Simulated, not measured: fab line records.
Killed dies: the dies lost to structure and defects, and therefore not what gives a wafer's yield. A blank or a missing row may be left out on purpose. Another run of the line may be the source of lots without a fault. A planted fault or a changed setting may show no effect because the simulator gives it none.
Matching of chambers :: flow nand harc :: rie diel-10 running NHARC_P_BONDPAD_ACTIVATE_29: 4 sister chambers
The step chemistry N2, time 60 s. 4 wafers are shown with their chamber, then 9 later ones without.

## EACH WAFER AND ITS CHAMBER
wafer: L076.3
chamber: 1
showerhead plenum p Torr (Torr): 1.82

wafer: L089.2
chamber: 0
showerhead plenum p Torr (Torr): 1.67

wafer: L091.3
chamber: 2
showerhead plenum p Torr (Torr): 1.89

wafer: L091.5
chamber: 3
showerhead plenum p Torr (Torr): 1.78

## WAFERS WHOSE CHAMBER IS MISSING
wafer: L093.2
showerhead plenum p Torr (Torr): 1.78

wafer: L093.3
showerhead plenum p Torr (Torr): 1.67

wafer: L093.5
showerhead plenum p Torr (Torr): 1.81

wafer: L094.3
showerhead plenum p Torr (Torr): 1.67

wafer: L094.4
showerhead plenum p Torr (Torr): 1.81

wafer: L094.6
showerhead plenum p Torr (Torr): 1.81

wafer: L096.2
showerhead plenum p Torr (Torr): 1.89

wafer: L096.3
showerhead plenum p Torr (Torr): 1.81

wafer: L096.6
showerhead plenum p Torr (Torr): 1.78

## THE CHAMBER EACH PASSED THROUGH
wafer: L093.2
from the rows above: 3
in truth: 3

wafer: L093.3
from the rows above: 0
in truth: 0

wafer: L093.5
from the rows above: 1
in truth: 1

wafer: L094.3
from the rows above: 0
in truth: 0

wafer: L094.4
from the rows above: 1
in truth: 1

wafer: L094.6
from the rows above: 1
in truth: 1

wafer: L096.2
from the rows above: 2
in truth: 2

wafer: L096.3
from the rows above: 1
in truth: 1

wafer: L096.6
from the rows above: 3
in truth: 3
Correct placement for 9 of the 9. Number that these rows cannot place: 0. 0 placed wrongly.
How it was worked out, from the rows above alone: a wafer's distance from a chamber is the root of the sum, over the readings, of the square of ((its reading less the chamber's mean) divided by the reading's scatter). If the next closest chamber is less than 2 further off than the closest, the wafer can't be placed; otherwise it belongs to the closest. For every chamber, the mean is computed from those of its wafers that are shown. The scatter (one wafer shown for each chamber): square how far every hidden wafer sits from the nearest shown wafer, average those squares and take the square root.
